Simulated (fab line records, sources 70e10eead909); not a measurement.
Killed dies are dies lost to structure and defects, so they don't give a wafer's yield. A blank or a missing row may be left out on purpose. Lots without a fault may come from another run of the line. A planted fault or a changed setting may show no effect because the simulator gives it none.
Chamber matching | flow nand_harc | NHARC_A_BONDPAD_STRIP_15 on rie_diel-06: 4 sister chambers
The step strips in O2. 8 wafers are shown with their chamber, then 12 later ones without.

WAFERS WITH THEIR CHAMBER
wafer  | chamber | drypump_motor_current_A (A) | throttle_valve_pct (%)
L088.4 | 1       | 5.92                        | 17.052
L088.5 | 2       | 5.73                        | 17.022
L089.4 | 1       | 5.96                        | 17.034
L090.3 | 0       | 5.66                        | 17.045
L090.5 | 3       | 5.95                        | 17.027
L091.4 | 2       | 5.68                        | 17.023
L091.5 | 0       | 5.68                        | 17.053
L091.6 | 3       | 5.95                        | 17.036

WAFERS WITHOUT THEIR CHAMBER
wafer  | drypump_motor_current_A (A) | throttle_valve_pct (%)
L092.2 | 5.91                        | 17.035
L092.3 | 5.94                        | 17.036
L092.6 | 5.73                        | 17.037
L094.2 | 5.97                        | 17.029
L094.3 | 5.92                        | 17.029
L094.4 | 5.71                        | 17.046
L095.1 | 5.66                        | 17.046
L095.2 | 5.75                        | 17.051
L095.3 | 5.93                        | 17.035
L093.1 | 6.00                        | 17.040
L093.3 | 5.73                        | 17.028
L093.4 | 5.93                        | 17.041

WHICH CHAMBER EACH WENT THROUGH
wafer  | from the rows above     | in truth
L092.2 | can't be placed: 1 or 3 | 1
L092.3 | can't be placed: 3 or 1 | 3
L092.6 | can't be placed: 2 or 0 | 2
L094.2 | can't be placed: 3 or 1 | 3
L094.3 | can't be placed: 3 or 1 | 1
L094.4 | can't be placed: 0 or 2 | 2
L095.1 | 0                       | 0
L095.2 | can't be placed: 0 or 2 | 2
L095.3 | can't be placed: 3 or 1 | 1
L093.1 | can't be placed: 3 or 1 | 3
L093.3 | 2                       | 2
L093.4 | can't be placed: 1 or 3 | 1
Placed correctly: 2 of 12. Can't be placed from these rows: 10 (the true chamber is among the candidates in 10). Placed wrongly: 0.
How it was worked out, from the rows above alone: a wafer's distance from a chamber is the root of the sum, over the readings, of the square of ((its reading less the chamber's mean) divided by the reading's scatter). The wafer belongs to the nearest chamber; if the next one is less than 2 further off, it can't be placed. A chamber's mean is the mean of its shown wafers. The scatter: the root of (the sum of the squares of (reading less its chamber's mean) over the shown wafers, divided by (wafers less chambers)).
